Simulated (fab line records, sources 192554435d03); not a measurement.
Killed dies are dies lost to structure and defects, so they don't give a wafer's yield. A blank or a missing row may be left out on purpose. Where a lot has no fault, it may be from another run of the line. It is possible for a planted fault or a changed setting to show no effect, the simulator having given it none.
What tool caused it? | flow n5-finfet | 10 lots, 28 wafers sampled, at 2 steps of a route of 1938

== WHAT THE GAUGES READ, wafer by wafer ==
N5_SDB_CD_MEAS_11: the cd target is 50 nm.
lot  | measured    | on        | cd-nm (nm)
L758 | day 4 00:06 | cd-sem-03 | 47.9 48.3
L760 | day 4 10:30 | cd-sem-01 | 50.9 47.9 49.9
L761 | day 4 21:51 | cd-sem-01 | 51.3 51.9 52.1
L764 | day 5 16:38 | cd-sem-03 | 50.2 50.4 51.1
L765 | day 5 21:19 | cd-sem-03 | 49.8 50.4 49.1
L766 | day 5 23:49 | cd-sem-03 | 50.6 51.3 49.9
L768 | day 6 12:25 | cd-sem-03 | 50.2 49.5 50.9
L771 | day 7 06:17 | cd-sem-02 | 52.5 51.9 52.1
L776 | day 8 14:29 | cd-sem-02 | 50.7 51.5
L777 | day 8 19:04 | cd-sem-02 | 51.4 51.1 52.0

== WHAT TOOL EACH LOT RAN ON (gives the tool, then ch and the chambers of the sampled wafers, and finally the start) ==
lot  | N5_ILD0_CMP_03
L758 | cmp-03 ch 1, day 3 19:47
L760 | cmp-03 ch 0,2,3, day 4 06:10
L761 | cmp-02 ch 0,1,3, day 4 17:21
L764 | cmp-02 ch 0,2,3, day 5 12:20
L765 | cmp-03 ch 0,1,2, day 5 17:11
L766 | cmp-01 ch 0,2,3, day 5 19:41
L768 | cmp-01 ch 0,1,2, day 6 08:04
L771 | cmp-02 ch 1,2,3, day 7 02:04
L776 | cmp-02 ch 0,3, day 8 10:19
L777 | cmp-01 ch 1,2, day 8 14:50
- N5_ILD0_CMP_03: polishes, stops on SiNx, t overpolish 1.9 s, target thk 197.38 nm.

== THE ANSWER, worked out from the rows above alone ==
Rule: the usual values come from the lots themselves. Put in order of their means at a reading, lots are off if they are a third of the lots or fewer, leave a main group of 4 or more, and stand apart from it by a gap of 3 or more times the standard deviation of the main group's means; of several such gaps the widest counts. The tables above print the reading to a certain number of digits; a main group whose means all agree to those digits is not used. Also off: a lot with no number at a reading for which 4 or more lots have one. Any other lot the step has rows for is counted as sound.
Across all readings shown, no lot is off: no conclusion can be drawn from this.

== WHAT HAD BEEN PUT IN BY THE SIMULATOR ==
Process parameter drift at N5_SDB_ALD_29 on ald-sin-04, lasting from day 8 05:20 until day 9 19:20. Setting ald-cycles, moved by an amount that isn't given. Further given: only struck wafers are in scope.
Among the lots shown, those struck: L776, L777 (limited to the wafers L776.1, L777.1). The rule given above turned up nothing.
